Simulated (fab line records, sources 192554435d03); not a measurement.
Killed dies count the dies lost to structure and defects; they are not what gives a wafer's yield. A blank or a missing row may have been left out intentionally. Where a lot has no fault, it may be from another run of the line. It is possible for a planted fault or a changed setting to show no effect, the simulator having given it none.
Struck lot and sound lot, side by side | flow n5Finfet | 16 out of 1938 route steps
Sound: wafers L666.2, L666.3, L666.5. Wafers L662.1, L662.2, L662.3 were the ones struck. The cause is named last.
Order at every step that has rows: each side's tool, ch and its chambers, its first start. Under that, the readings that differ: sound wafers | struck wafers | difference of the means | sigmas: that difference in standard deviations of wafers without a fault.
alike: a reading whose means differ by less than 2 such deviations, as well as words and numbers matching on both sides. not compared: withheld readings; readings where some wafer has no value; bounds like >300 that might hide an equal value; numbers whose values overlap and for which the record gives no deviation.
The two part at a step that has a row with sigmas, a row that says differs or no value, or rows on one side only. Non-overlapping numbers with no deviation appear without sigmas and do not part them. A reading that every wafer of one side lacks parts them only if that side has two wafers or more.

first, 10 steps without rows for these wafers: N5_BEOL_M0_CUTY_DESCUM_61 (chemistry O2, time 7.9 s); N5_BEOL_M0_CUTY_ETCH_62 (etches SiARC in CF4, time 58.5 s); N5_BEOL_M0_CUTY_ETCH_63 (etches SOC in N2/H2, target depth 82.7 nm, overetch 16.5 nm, time 124 s); N5_BEOL_M0_CUTY_STRIP_64 (strips in N2/H2); N5_BEOL_M0_ETCH_138 (etches SiCN in CH3F/O2, target depth 12 nm, time 31.6 s); N5_BEOL_M0_HM_OPEN_105 (chemistry Cl2/BCl3, target TiN, target depth 12 nm); N5_BEOL_M0_STRIP_140 (strips in CF4); N5_BEOL_M0_STRIP_104 (strips in N2/H2); N5_BEOL_M0_WET_ETCH_106 (etches SiO2 in DHF, target depth 130 nm, rinse time 30 s); N5_BEOL_M0_ETCH_128 (etches SiCN in CF4/N2, target depth 12 nm, overetch 5.1 nm, time 21.4 s).
N5_BEOL_M0_TRENCH_ETCH_107: etches SiOC in C4F6/O2, target depth 32.8 nm, time 16.4 s.
  sound on rieDiel-04 ch 1,2, day 11 11:41; struck on rieDiel-04 ch 0,1,3, day 10 02:35
  no value came back on the struck wafers for any of 9 readings (C4F6_flow_sccm (sccm), O2_flow_sccm (sccm) and others); on the sound wafers C4F6_flow_sccm (sccm) reads 10.01 10.00 10.06
reading                                        | sound       | struck         | difference | sigmas
model.TiN_of_BEOL_M0_SAQP_HM_DEP_02.thkNm (nm) | 9.6 9.4 9.6 | 10.6 10.6 10.8 | +1.1       | 
  not compared: rfHoursCounterH
then, 1 step without rows for these wafers: N5_BEOL_M0_STRIP_142 (strips in N2/H2, time 10 s).
N5_BEOL_M0_OCD_MEAS_108:
  struck on ocd-02, day 10 02:41; sound on ocd-02, day 11 11:47
reading            | sound          | struck  | difference | sigmas
trenchDepthNm (nm) | 33.4 32.7 33.1 | 0 0 0.1 | -33        | -50
then, 1 step without rows for these wafers: N5_BEOL_M0_HM_STRIP_129 (strips TiN in peroxide tin strip, target depth 17 nm, time 108 s).
N5_BEOL_M4_RC_MEAS_101:
  the record has rows for the sound wafers here (prober-01 ch 0, day 13 15:30) and none for the struck ones
-- a jump in the record: the struck wafers' starts before and after are 7 days apart (it breaks off in module BEOL_M4 and resumes in module PASSIVATION, where the first step shown is number 1936 of the route) --
N5_PASSIVATION_PROBE_49:
  struck on prober-02, day 16 16:29; sound on prober-02, day 18 04:58
reading                 | sound          | struck         | difference | sigmas
defectLimitedYield (%)  | 92.9 91.3 92.1 | 0 0 0          | -92        | -54
killed_at_M0_to_M3      | 34 27 33       | 1089 1095 1125 | +1072      | +99 or more
killedDies              | 84 103 93      | 1180 1180 1180 | +1087      | +54
killedOnRim             | 12 22 10       | 152 152 152    | +137       | +31
sort_bin_5_function (%) | 4.1 6.0 4.7    | 95.4 94.8 96.6 | +90.7      | +82
sortNPass               | 1096 1077 1087 | 0 0 0          | -1087      | -54
sortYieldPct (%)        | 92.9 91.3 92.1 | 0 0 0          | -92        | -54
  alike: killed_at_M4_up, killedAtContacts, killedAtFrontEnd, killedAtOther, killedOpen, killedShort, sort_bin_6_memory

== WHERE THEY PART ==
Last at N5_PASSIVATION_PROBE_49 as far as this record goes, first at N5_BEOL_M0_TRENCH_ETCH_107.

WHY: the cause the simulator had injected
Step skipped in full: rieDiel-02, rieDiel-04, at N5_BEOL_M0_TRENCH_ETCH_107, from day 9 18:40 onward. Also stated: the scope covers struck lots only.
